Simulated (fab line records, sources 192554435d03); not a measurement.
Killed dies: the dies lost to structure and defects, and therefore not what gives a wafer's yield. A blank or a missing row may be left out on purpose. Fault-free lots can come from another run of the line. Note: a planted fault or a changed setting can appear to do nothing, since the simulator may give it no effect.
What tool caused it? + flow n5 finfet + Sampling: 10 lots, 30 wafers, 2 of 1938 route steps

WHAT THE GAUGES READ, wafer by wafer
N5_BEOL_M9_OVL_MEAS_12.
| lot  | measured     | on         | M9_OVL (nm)    |
|------|--------------|------------|----------------|
| L151 | day 9 20:12  | overlay-02 | -0.9 1.3 -0.2  |
| L154 | day 10 09:43 | overlay-01 | 0.5 1.0 0.3    |
| L152 | day 10 10:21 | overlay-01 | 0.6 0.3 -1.1   |
| L158 | day 11 10:43 | overlay-01 | -0.4 -0.7 1.0  |
| L157 | day 11 21:45 | overlay-01 | 0.0 0.4 -0.1   |
| L161 | day 12 02:20 | overlay-02 | -0.7 -0.1 -1.2 |
| L167 | day 13 16:34 | overlay-01 | 1.8 -0.1 0.5   |
| L166 | day 14 03:14 | overlay-02 | 0.1 0.2 -1.6   |
| L170 | day 14 14:13 | overlay-01 | -0.1 -1.1 -0.2 |
| L173 | day 15 14:23 | overlay-01 | 0.8 0.4 -0.1   |

N5_BEOL_M9_INSPECT_13: inspects for defects (brightfield).
| lot  | measured     | on                | raw defect count |
|------|--------------|-------------------|------------------|
| L151 | day 9 20:14  | defect inspect-02 | 278 198 212      |
| L154 | day 10 09:44 | defect inspect-02 | 444 440 439      |
| L152 | day 10 10:23 | defect inspect-02 | 369 444 343      |
| L158 | day 11 10:44 | defect inspect-01 | 328 310 307      |
| L157 | day 11 21:46 | defect inspect-01 | 414 452 400      |
| L161 | day 12 02:22 | defect inspect-02 | 363 277 403      |
| L167 | day 13 16:35 | defect inspect-02 | 568 537 444      |
| L166 | day 14 03:16 | defect inspect-02 | 423 388 343      |
| L170 | day 14 14:14 | defect inspect-01 | 276 417 349      |
| L173 | day 15 14:25 | defect inspect-02 | 536 614 488      |

EACH LOT AND THE TOOL THAT RAN IT (in order: tool; ch and the chambers of the sampled wafers; start)
There is no process step in the record ahead of these readings.

WHAT THE TOOLS THEMSELVES READ (means of the sampled wafers that have a number; where no wafer has one, the mark that the record gives instead)
The record holds no such reading with a usual standard deviation.

THE ANSWER, worked out from the rows above alone
Rule: usual is defined by the lots themselves. Put in order of their means at a reading, lots are off if they are a third of the lots or fewer, leave a main group of 4 or more, and stand apart from it by a gap of 3 or more times the standard deviation of the main group's means; of several such gaps the widest counts. A main group is skipped when, at the precision printed for the reading in the tables above, its means are all equal. A lot without any number at a reading at which 4 lots or more have one is off too. All remaining lots with rows at the step are treated as sound. The gauges are gone through in route order, then the tools' own readings, and for those a lot's mean is taken as printed above. The first step at which some lot is off is used, and at that step the reading that is off furthest; a lot without a number counts as furthest.
None of the lots is off at any reading shown; this tells nothing.

WHAT THE SIMULATOR HAD PUT IN
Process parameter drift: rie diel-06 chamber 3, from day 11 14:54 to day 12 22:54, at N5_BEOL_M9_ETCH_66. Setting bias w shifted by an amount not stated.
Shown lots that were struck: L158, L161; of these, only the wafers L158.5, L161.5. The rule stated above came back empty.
